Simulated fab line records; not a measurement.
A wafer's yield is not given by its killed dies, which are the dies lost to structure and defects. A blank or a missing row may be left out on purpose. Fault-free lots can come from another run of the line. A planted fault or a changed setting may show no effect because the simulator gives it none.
A struck lot beside a sound one | flow nand-harc | 14 steps out of a route of 1302
Sound: the wafers L115.2, L115.4, L115.5. Wafers struck: L119.3, L119.4, L119.5. The cause is named last.
Order at every step that has rows: each side's tool, ch and its chambers, its first start. Under that, the readings that differ: sound wafers | struck wafers | difference of the means | sigmas: that difference in standard deviations of wafers without a fault.
alike: a reading whose means differ by less than 2 such deviations, as well as words and numbers matching on both sides. not compared: withheld readings; readings where some wafer has no value; bounds like >300 that might hide an equal value; numbers whose values overlap and for which the record gives no deviation.
The two part at a step that has a row with sigmas, a row that says differs or no value, or rows on one side only. Non-overlapping numbers with no deviation appear without sigmas and do not part them. A reading missing from all wafers of one side parts the sides only when that side holds two or more wafers.

first, 2 steps without rows for these wafers: NHARC_A_SOURCE_PLATE_SRD_01; NHARC_A_SOURCE_PLATE_OXIDE_02 (material SiO2, target thk 10 nm, ox time 1362 s).
NHARC_A_SOURCE_PLATE_THK_MEAS_09: measures by ellipsometry.
  sound on film-metro-02, day 9 20:52; struck on film-metro-01, day 11 15:40
  alike: thk-nm
then, 3 steps without rows for these wafers: NHARC_A_SOURCE_PLATE_PVD_04 (deposits WSi2, target thk 50 nm); NHARC_A_SOURCE_PLATE_CVD_03 (deposits poly-Si, target thk 200 nm, time 4000 s); NHARC_A_SOURCE_PLATE_ANNEAL_05 (time 1800 s).
NHARC_A_SOURCE_PLATE_THK_MEAS_06: measures by ellipsometry.
  sound on film-metro-01, day 10 11:10; struck on film-metro-01, day 12 06:58
  alike: thk-nm
NHARC_A_SOURCE_PLATE_INSPECT_08:
  sound on defect-inspect-02, day 10 11:14; struck on defect-inspect-01, day 12 07:04
  alike: raw-defect-count
following that, 1 step holds no rows for these wafers, namely NHARC_A_ONON_D1_DEP_00 (target thickness 1000 nm).
NHARC_A_ONON_D1_THK_MEAS_02: measures by ellipsometry.
  sound on film-metro-01, day 10 11:49; struck on film-metro-02, day 12 07:38
  reading     | sound          | struck      | difference | sigmas
  thk-nm (nm) | 1018 1018 1018 | 984 986 983 | -34        | -3
NHARC_A_ONON_D1_DEP_03: target thk 1000 nm.
  sound on pecvd-onon-02 ch 0, day 10 11:55; struck on pecvd-onon-04 ch 0, day 12 07:49
NHARC_A_ONON_D1_THK_MEAS_05: measures by ellipsometry.
  sound on film-metro-01, day 10 12:23; struck on film-metro-01, day 12 08:13
  reading     | sound       | struck      | difference | sigmas
  thk-nm (nm) | 979 978 980 | 673 672 673 | -306       | -40
following that, 1 step holds no rows for these wafers, namely NHARC_A_ONON_D1_DEP_06 (target thickness 1000 nm).
-- break in the record here, with 16 days between the starts of the struck wafers on either side (left off in module A_ONON_D1, picked up again in module END, where the first step shown is number 1302 on the route) --
NHARC_END_SORT_01:
  the record has rows for the struck wafers here (prober-01 ch 0, day 28 17:46) and none for the sound ones

== WHERE THEY PART ==
At NHARC_A_ONON_D1_THK_MEAS_02 first; at NHARC_END_SORT_01 last (within this record only).

WHY: the cause the simulator had injected
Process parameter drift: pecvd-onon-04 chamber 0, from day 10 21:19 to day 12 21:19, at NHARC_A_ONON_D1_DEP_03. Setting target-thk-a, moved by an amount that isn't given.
